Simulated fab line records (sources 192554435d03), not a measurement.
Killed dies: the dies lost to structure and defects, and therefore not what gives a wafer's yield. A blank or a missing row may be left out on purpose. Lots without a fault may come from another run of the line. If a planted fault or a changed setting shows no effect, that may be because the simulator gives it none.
Which tool is to blame? + flow n5-finfet + 30 wafers from 10 lots sampled at 6 of the route's 1938 steps

== WHAT THE GAUGES READ, wafer by wafer ==
N5_BEOL_M15_CD_MEAS_10: the cd target is 360 nm.
| lot  | measured     | on        | cd-nm (nm)        |
|------|--------------|-----------|-------------------|
| L368 | day 11 05:38 | cd-sem-01 | 358.5 358.8 358.7 |
| L372 | day 11 20:29 | cd-sem-02 | 359.5 358.0 359.2 |
| L374 | day 12 07:13 | cd-sem-02 | 361.1 359.3 360.2 |
| L376 | day 12 13:48 | cd-sem-03 | 361.4 360.1 359.9 |
| L380 | day 13 20:50 | cd-sem-02 | 359.9 360.8 360.4 |
| L381 | day 14 03:54 | cd-sem-02 | 360.5 360.7 360.7 |
| L383 | day 15 00:14 | cd-sem-02 | 359.2 359.4 357.9 |
| L388 | day 16 09:44 | cd-sem-02 | 379.0 379.8 379.5 |
| L389 | day 17 03:17 | cd-sem-01 | 359.9 359.7 358.5 |
| L390 | day 17 19:36 | cd-sem-02 | 370.9 370.8 369.6 |

N5_BEOL_M15_OVL_MEAS_11.
| lot  | measured     | on         | V14_OVL (nm) |
|------|--------------|------------|--------------|
| L368 | day 11 05:40 | overlay-02 | 3 6 0        |
| L372 | day 11 20:31 | overlay-01 | 0 -7 2       |
| L374 | day 12 07:15 | overlay-01 | 11 1 -1      |
| L376 | day 12 13:49 | overlay-01 | 2 -1 -3      |
| L380 | day 13 20:52 | overlay-02 | -6 0 0       |
| L381 | day 14 03:56 | overlay-01 | -7 -1 -8     |
| L383 | day 15 00:16 | overlay-02 | -9 -12 -4    |
| L388 | day 16 09:46 | overlay-02 | -7 -1 -5     |
| L389 | day 17 03:19 | overlay-01 | -3 -3 -7     |
| L390 | day 17 19:38 | overlay-01 | 3 1 6        |

N5_BEOL_M15_INSPECT_12: inspects for defects (macro).
| lot  | measured     | on                | raw-defect-count |
|------|--------------|-------------------|------------------|
| L368 | day 11 05:42 | defect-inspect-01 | 4 2 0            |
| L372 | day 11 20:32 | defect-inspect-02 | 3 0 4            |
| L374 | day 12 07:16 | defect-inspect-02 | 0 1 0            |
| L376 | day 12 13:51 | defect-inspect-02 | 1 2 2            |
| L380 | day 13 20:53 | defect-inspect-01 | 1 1 1            |
| L381 | day 14 03:58 | defect-inspect-01 | 0 2 3            |
| L383 | day 15 00:17 | defect-inspect-01 | 1 5 1            |
| L388 | day 16 09:47 | defect-inspect-02 | 2 1 1            |
| L389 | day 17 03:20 | defect-inspect-01 | 0 2 2            |
| L390 | day 17 19:40 | defect-inspect-02 | 3 1 2            |

N5_BEOL_M15_CD_MEAS_17: the cd target is 360 nm.
| lot  | measured     | on        | cd-nm (nm)        |
|------|--------------|-----------|-------------------|
| L368 | day 11 06:14 | cd-sem-03 | 359.1 359.4 358.8 |
| L372 | day 11 21:04 | cd-sem-02 | 358.9 359.1 360.4 |
| L374 | day 12 07:49 | cd-sem-02 | 359.8 357.8 359.4 |
| L376 | day 12 14:23 | cd-sem-03 | 361.6 359.2 359.3 |
| L380 | day 13 21:25 | cd-sem-02 | 362.1 363.0 361.9 |
| L381 | day 14 04:29 | cd-sem-02 | 361.5 361.3 363.2 |
| L383 | day 15 00:50 | cd-sem-01 | 361.3 361.1 359.1 |
| L388 | day 16 10:22 | cd-sem-01 | 380.1 379.3 380.9 |
| L389 | day 17 03:52 | cd-sem-02 | 362.1 360.6 360.4 |
| L390 | day 17 20:11 | cd-sem-03 | 372.1 372.1 370.6 |

== EACH LOT AND THE TOOL THAT RAN IT (in order: tool; ch and the chambers of the sampled wafers; start) ==
| lot  | N5_BEOL_M14_ETCH_67                | N5_BEOL_M15_EXPOSE_07             |
|------|------------------------------------|-----------------------------------|
| L368 | rie-diel-03 ch 0,1,2, day 11 00:29 | krf-scanner-02 ch 0, day 11 05:29 |
| L372 | rie-diel-03 ch 0,1,2, day 11 14:54 | krf-scanner-01 ch 0, day 11 20:19 |
| L374 | rie-diel-03 ch 1,3, day 12 02:52   | krf-scanner-02 ch 0, day 12 07:03 |
| L376 | rie-diel-03 ch 0,1,2, day 12 10:02 | krf-scanner-02 ch 0, day 12 13:38 |
| L380 | rie-diel-03 ch 0,2,3, day 13 17:44 | krf-scanner-02 ch 0, day 13 20:40 |
| L381 | rie-diel-03 ch 0,3, day 13 21:54   | krf-scanner-01 ch 0, day 14 03:44 |
| L383 | rie-diel-02 ch 2,3, day 14 20:14   | krf-scanner-01 ch 0, day 15 00:04 |
| L388 | rie-diel-02 ch 0,2, day 16 04:58   | krf-scanner-02 ch 0, day 16 09:34 |
| L389 | rie-diel-03 ch 0,3, day 16 17:19   | krf-scanner-01 ch 0, day 17 03:07 |
| L390 | rie-diel-03 ch 0,3, day 17 12:16   | krf-scanner-02 ch 0, day 17 19:26 |
- N5_BEOL_M14_ETCH_67: etches SiARC in CF4, target depth 143 nm, time 238.3 s.
- N5_BEOL_M15_EXPOSE_07: exposes mask V14.

== AS READ BY THE TOOLS THEMSELVES (means over the sampled wafers that have a number; for cases with no such wafer, the mark the record gives instead) ==
N5_BEOL_M14_ETCH_67.
| lot  | tool        | bias-w (W) | drypump-motor-current-A (A) | etch-rf-on-time-s (s) | oes-product-au (a.u.) | rf-vpp-V (V) | showerhead-plenum-p-Torr (Torr) | throttle-valve-pct (%) |
|------|-------------|------------|-----------------------------|-----------------------|-----------------------|--------------|---------------------------------|------------------------|
| L368 | rie-diel-03 | 36.01      | 6.2                         | 236                   | 0.65                  | 183.6        | 2.11                            | 15.45                  |
| L372 | rie-diel-03 | 36.05      | 6.2                         | 238                   | 0.65                  | 182.8        | 2.11                            | 15.45                  |
| L374 | rie-diel-03 | 35.95      | 6.0                         | 235                   | 0.66                  | 182.8        | 2.16                            | 15.60                  |
| L376 | rie-diel-03 | 36.01      | 6.2                         | 237                   | 0.65                  | 183.5        | 2.10                            | 15.47                  |
| L380 | rie-diel-03 | 35.97      | 6.3                         | 237                   | 0.70                  | 183.8        | 2.07                            | 15.44                  |
| L381 | rie-diel-03 | 35.91      | 6.3                         | 238                   | 0.75                  | 183.0        | 2.09                            | 15.27                  |
| L383 | rie-diel-02 | 36.07      | 5.7                         | 239                   | 0.70                  | 184.1        | 2.16                            | 15.80                  |
| L388 | rie-diel-02 | 35.84      | 5.5                         | 236                   | 0.66                  | 184.2        | 2.14                            | 15.51                  |
| L389 | rie-diel-03 | 36.07      | 6.3                         | 237                   | 0.72                  | 182.8        | 2.08                            | 15.33                  |
| L390 | rie-diel-03 | 35.91      | 6.3                         | 238                   | 0.72                  | 183.4        | 2.09                            | 15.47                  |

N5_BEOL_M15_EXPOSE_07.
| lot  | tool           | exposure-dose-mJ-cm2 | stage-vel-mm-s (mm/s) |
|------|----------------|----------------------|-----------------------|
| L368 | krf-scanner-02 | 41.18                | 499.91                |
| L372 | krf-scanner-01 | 41.23                | 500.10                |
| L374 | krf-scanner-02 | 41.26                | 499.76                |
| L376 | krf-scanner-02 | 41.28                | 500.13                |
| L380 | krf-scanner-02 | 41.21                | 500.02                |
| L381 | krf-scanner-01 | 41.16                | 500.26                |
| L383 | krf-scanner-01 | 41.20                | 500.19                |
| L388 | krf-scanner-02 | 46.41                | 499.88                |
| L389 | krf-scanner-01 | 41.19                | 500.28                |
| L390 | krf-scanner-02 | 43.88                | 499.88                |

== THE ANSWER, worked out from the rows above alone ==
Rule: usual is defined by the lots themselves. The widest of any qualifying gaps counts: lots, ordered by their means at a reading, are off when they make up no more than a third of the lots, leave a main group of 4 or more, and stand apart from it by 3 or more times the standard deviation of that group's means. The tables above print the reading to a certain number of digits; a main group whose means all agree to those digits is not used. Also off: a lot with no number at a reading for which 4 or more lots have one. Any other lot the step has rows for is counted as sound. Order of review: gauges by route order, followed by the tools' own readings, for which a lot's mean as printed above is used. At the first step where some lot is off, the reading lying furthest off is the one used; lots without a number count as furthest.
Off: L388, L390, at N5_BEOL_M15_CD_MEAS_10 (cd-nm). The main group: mean 359.7 nm, standard deviation 0.77.
If a tool, at a process step before that reading, ran all the lots that are off and no sound lot after the first of them, it fits. Not tried: the gauges at N5_BEOL_M15_CD_MEAS_10; whatever is off there is also off at N5_BEOL_M15_CD_MEAS_17, on other tools, and gauge error can't account for it. One fits: N5_BEOL_M15_EXPOSE_07 on krf-scanner-02. Its last sound lot is L380 (day 13 20:40), its first lot that is off L388 (day 16 09:34): a fault that began between those two fits.
The tool's own readings at N5_BEOL_M15_EXPOSE_07 bear it out: on the lots that are off they differ by more than 5 times the standard deviation of the sound lots' means. exposure-dose-mJ-cm2 reads 45.14 there against 41.21 on the sound lots.

== WHAT THE SIMULATOR PUT IN ==
Process parameter drift: krf-scanner-02, from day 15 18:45 on, at N5_BEOL_M15_EXPOSE_07. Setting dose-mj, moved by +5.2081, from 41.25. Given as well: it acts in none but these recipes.
Lots struck among those shown: L388, L390. The rule above reached the same finding.
